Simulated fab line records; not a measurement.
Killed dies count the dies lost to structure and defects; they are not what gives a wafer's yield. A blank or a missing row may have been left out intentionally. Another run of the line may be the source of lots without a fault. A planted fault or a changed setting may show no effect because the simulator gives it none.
Split-lot study :: flow n5-finfet :: 21 wafers read from 7 lots, route of 1938 steps

== THE SPLIT ITSELF ==
At N5_BEOL_M0_CUTY_COAT_50 (time 60 s, resist thk 15 nm), the setting spin-rpm was moved away from the recipe's 1500 rpm on 10 of the 21 wafers read, by -8.9% to +8.9%. For the rest of the wafers, this setting stayed at what the recipe calls for.

Reading taken at the split's own step.

== THE READING ==
SiARC_of_BEOL_M0_CUTY_COAT_50.thk-nm (the simulator's own value, which no gauge read), in nm, at N5_BEOL_M0_CUTY_COAT_50 (time 60 s, resist thk 15 nm). The file gives no usual value for it.

wafer: L076.1
tool, chamber at the split: litho-track-02, 0
spin-rpm as run, rpm: 1406
against the recipe: -6.3%
SiARC_of_BEOL_M0_CUTY_COAT_50.thk-nm, nm: 15.6
against lot-mates on the recipe: no lot-mate on the recipe

wafer: L076.2
tool, chamber at the split: litho-track-02, 0
spin-rpm as run, rpm: 1406
against the recipe: -6.3%
SiARC_of_BEOL_M0_CUTY_COAT_50.thk-nm, nm: 15.6
against lot-mates on the recipe: no lot-mate on the recipe

wafer: L076.5
tool, chamber at the split: litho-track-02, 0
spin-rpm as run, rpm: 1406
against the recipe: -6.3%
SiARC_of_BEOL_M0_CUTY_COAT_50.thk-nm, nm: 15.6
against lot-mates on the recipe: no lot-mate on the recipe

wafer: L077.3
tool, chamber at the split: litho-track-02, 0
spin-rpm as run, rpm: 1457
against the recipe: -2.9%
SiARC_of_BEOL_M0_CUTY_COAT_50.thk-nm, nm: 15.2
against lot-mates on the recipe: +0.2

wafer: L077.4
tool, chamber at the split: litho-track-02, 0
spin-rpm as run, rpm: 1500
against the recipe: recipe
SiARC_of_BEOL_M0_CUTY_COAT_50.thk-nm, nm: 15
against lot-mates on the recipe: -

wafer: L077.6
tool, chamber at the split: litho-track-02, 0
spin-rpm as run, rpm: 1500
against the recipe: recipe
SiARC_of_BEOL_M0_CUTY_COAT_50.thk-nm, nm: 15
against lot-mates on the recipe: -

wafer: L082.2
tool, chamber at the split: litho-track-05, 0
spin-rpm as run, rpm: 1634
against the recipe: +8.9%
SiARC_of_BEOL_M0_CUTY_COAT_50.thk-nm, nm: 14.4
against lot-mates on the recipe: -0.6

wafer: L082.4
tool, chamber at the split: litho-track-05, 0
spin-rpm as run, rpm: 1634
against the recipe: +8.9%
SiARC_of_BEOL_M0_CUTY_COAT_50.thk-nm, nm: 14.4
against lot-mates on the recipe: -0.6

wafer: L082.5
tool, chamber at the split: litho-track-05, 0
spin-rpm as run, rpm: 1500
against the recipe: recipe
SiARC_of_BEOL_M0_CUTY_COAT_50.thk-nm, nm: 15
against lot-mates on the recipe: -

wafer: L084.1
tool, chamber at the split: litho-track-05, 0
spin-rpm as run, rpm: 1366
against the recipe: -8.9%
SiARC_of_BEOL_M0_CUTY_COAT_50.thk-nm, nm: 15.8
against lot-mates on the recipe: +0.8

wafer: L084.3
tool, chamber at the split: litho-track-05, 0
spin-rpm as run, rpm: 1366
against the recipe: -8.9%
SiARC_of_BEOL_M0_CUTY_COAT_50.thk-nm, nm: 15.8
against lot-mates on the recipe: +0.8

wafer: L084.4
tool, chamber at the split: litho-track-05, 0
spin-rpm as run, rpm: 1500
against the recipe: recipe
SiARC_of_BEOL_M0_CUTY_COAT_50.thk-nm, nm: 15
against lot-mates on the recipe: -

wafer: L085.1
tool, chamber at the split: litho-track-02, 0
spin-rpm as run, rpm: 1500
against the recipe: recipe
SiARC_of_BEOL_M0_CUTY_COAT_50.thk-nm, nm: 15
against lot-mates on the recipe: -

wafer: L085.4
tool, chamber at the split: litho-track-02, 0
spin-rpm as run, rpm: 1500
against the recipe: recipe
SiARC_of_BEOL_M0_CUTY_COAT_50.thk-nm, nm: 15
against lot-mates on the recipe: -

wafer: L085.5
tool, chamber at the split: litho-track-02, 0
spin-rpm as run, rpm: 1500
against the recipe: recipe
SiARC_of_BEOL_M0_CUTY_COAT_50.thk-nm, nm: 15
against lot-mates on the recipe: -

wafer: L096.2
tool, chamber at the split: litho-track-02, 0
spin-rpm as run, rpm: 1559
against the recipe: +3.9%
SiARC_of_BEOL_M0_CUTY_COAT_50.thk-nm, nm: 14.8
against lot-mates on the recipe: -0.2

wafer: L096.5
tool, chamber at the split: litho-track-02, 0
spin-rpm as run, rpm: 1559
against the recipe: +3.9%
SiARC_of_BEOL_M0_CUTY_COAT_50.thk-nm, nm: 14.8
against lot-mates on the recipe: -0.2

wafer: L096.6
tool, chamber at the split: litho-track-02, 0
spin-rpm as run, rpm: 1500
against the recipe: recipe
SiARC_of_BEOL_M0_CUTY_COAT_50.thk-nm, nm: 15
against lot-mates on the recipe: -

wafer: L097.1
tool, chamber at the split: litho-track-05, 0
spin-rpm as run, rpm: 1500
against the recipe: recipe
SiARC_of_BEOL_M0_CUTY_COAT_50.thk-nm, nm: 15
against lot-mates on the recipe: -

wafer: L097.3
tool, chamber at the split: litho-track-05, 0
spin-rpm as run, rpm: 1500
against the recipe: recipe
SiARC_of_BEOL_M0_CUTY_COAT_50.thk-nm, nm: 15
against lot-mates on the recipe: -

wafer: L097.4
tool, chamber at the split: litho-track-05, 0
spin-rpm as run, rpm: 1500
against the recipe: recipe
SiARC_of_BEOL_M0_CUTY_COAT_50.thk-nm, nm: 15
against lot-mates on the recipe: -

FIT RESULTS
A straight line over all 21 wafers: SiARC_of_BEOL_M0_CUTY_COAT_50.thk-nm changes by -0.0795 nm for each +1% of spin-rpm; r = -0.99; the points scatter about the line by 0.056 nm.
The same after taking each lot's own level away (the mean of its wafers on the recipe; 18 wafers): -0.0762 nm for each +1%; r = -0.99; scatter 0.052 nm.
According to that fit, moving spin-rpm by its largest amount changes the reading by 0.68 nm.
The lots' own levels span 15.00 to 15.00 nm.
Hence the lot-to-lot level has little effect on the slope; both slopes agree.
Check: with one of the wafers moved furthest among these (-8.9%) left out of the fit, the line predicts +0.677 nm for it against its lot-mates. It came out at +0.8 nm against them.

== THESE WAFERS: OTHER SPLITS ==
Before the reading, these wafers also passed through other splits. Each is held against what the fit with the lots' levels taken away leaves over:
other split on the same wafers: N5_GATE_CUT_EXPOSE_10 dose-mj
wafers away from the commonest value: 8
r with SiARC_of_BEOL_M0_CUTY_COAT_50.thk-nm (lot level and that fit taken away): +0.31

other split on the same wafers: N5_GATE_CUT_ETCH_36 cf4-flow-sccm
wafers away from the commonest value: 10
r with SiARC_of_BEOL_M0_CUTY_COAT_50.thk-nm (lot level and that fit taken away): -0.20

other split on the same wafers: N5_MOL_CONTACT_COAG_VIA_ETCH_46 bias-w
wafers away from the commonest value: 6
r with SiARC_of_BEOL_M0_CUTY_COAT_50.thk-nm (lot level and that fit taken away): +0.13

other split on the same wafers: N5_MOL_CONTACT_COAG_COAT_64 spin-rpm
wafers away from the commonest value: 9
r with SiARC_of_BEOL_M0_CUTY_COAT_50.thk-nm (lot level and that fit taken away): +0.40

other split on the same wafers: N5_BEOL_M0_SAQP_PECVD_96 time-s
wafers away from the commonest value: 9
r with SiARC_of_BEOL_M0_CUTY_COAT_50.thk-nm (lot level and that fit taken away): +0.37

other split on the same wafers: N5_BEOL_M0_SAQP_PEB_12 peb-time-s
wafers away from the commonest value: 7
r with SiARC_of_BEOL_M0_CUTY_COAT_50.thk-nm (lot level and that fit taken away): -0.03

== THE FILE'S OWN FIT ==
SiARC_of_BEOL_M0_CUTY_COAT_50.thk-nm changes by -0.0757 nm for each +1% of spin-rpm, r = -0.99.
